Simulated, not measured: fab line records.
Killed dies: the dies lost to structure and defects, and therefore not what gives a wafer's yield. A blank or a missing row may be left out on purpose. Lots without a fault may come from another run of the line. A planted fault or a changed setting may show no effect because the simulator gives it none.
The tool behind it: which one?    flow n5 finfet    69 wafers sampled from 23 lots at 1 step of a route of 1938

## WHAT THE GAUGES SHOWED, per wafer
N5_BEOL_M5_THK_MEAS_01. Usual: M5_ILD_THK 120.9 nm, standard deviation 1.7.
lot   measured      on             M5_ILD_THK (nm)    flag
L074  day 8 02:57   film metro-01  120.6 122.1 120.0  
L075  day 8 11:02   film metro-01  119.9 120.2 121.6  
L076  day 9 01:30   film metro-01  119.2 121.2 121.4  
L077  day 9 01:46   film metro-01  122.7 122.7 125.2  
L079  day 9 08:05   film metro-01  122.0 120.0 123.8  
L080  day 9 17:01   film metro-01  119.6 121.2 121.6  
L081  day 9 17:19   film metro-02  117.8 118.2 120.4  
L082  day 9 20:35   film metro-02  118.7 120.6 121.8  
L083  day 10 10:20  film metro-01  119.8 121.5 121.9  
L084  day 11 02:01  film metro-02  120.8 121.6 121.4  
L086  day 11 02:29  film metro-02  118.8 121.6 120.4  
L085  day 11 06:48  film metro-01  117.5 118.4 119.8  
L088  day 11 11:33  film metro-01  122.1 123.0 125.1  
L087  day 11 13:42  film metro-01  122.0 122.5 122.1  
L089  day 12 06:38  film metro-01  118.7 117.3 119.3  
L090  day 12 06:50  film metro-02  118.7 121.4 122.2  
L092  day 12 12:10  film metro-01  120.4 118.4 120.9  
L091  day 12 13:27  film metro-02  119.0 120.7 122.0  
L094  day 12 22:48  film metro-01  119.5 120.1 121.5  
L093  day 13 02:51  film metro-01  121.5 122.3 121.1  
L095  day 13 15:56  film metro-01  120.1 120.2 124.0  
L096  day 13 16:10  film metro-02  122.6 123.4 121.5  
L097  day 13 19:40  film metro-02  119.1 121.1 123.3  

## TOOL THAT RAN EACH LOT (tool first, then ch and the chambers of the sampled wafers, then the start)
Record: no process step prior to these readings.

## AS READ BY THE TOOLS THEMSELVES (means over the sampled wafers that have a number; for cases with no such wafer, the mark the record gives instead)
The record holds no such reading with a usual standard deviation.

## THE ANSWER, worked out from the rows above alone
Rule: a lot is off if the mean of its wafers that have a number lies more than 3 standard deviations from the usual mean. Also off: a lot with no number at a reading for which 4 or more lots have one. All remaining lots with rows at the step are treated as sound. First the gauges in route order, then the tools' own readings, where a lot's mean is used as printed above. The first step at which some lot is off is used, and at that step the reading that is off furthest; a lot without a number counts as furthest.
No lot is off on any of the readings shown, so nothing can be concluded from this.

## WHAT THE SIMULATOR PUT IN
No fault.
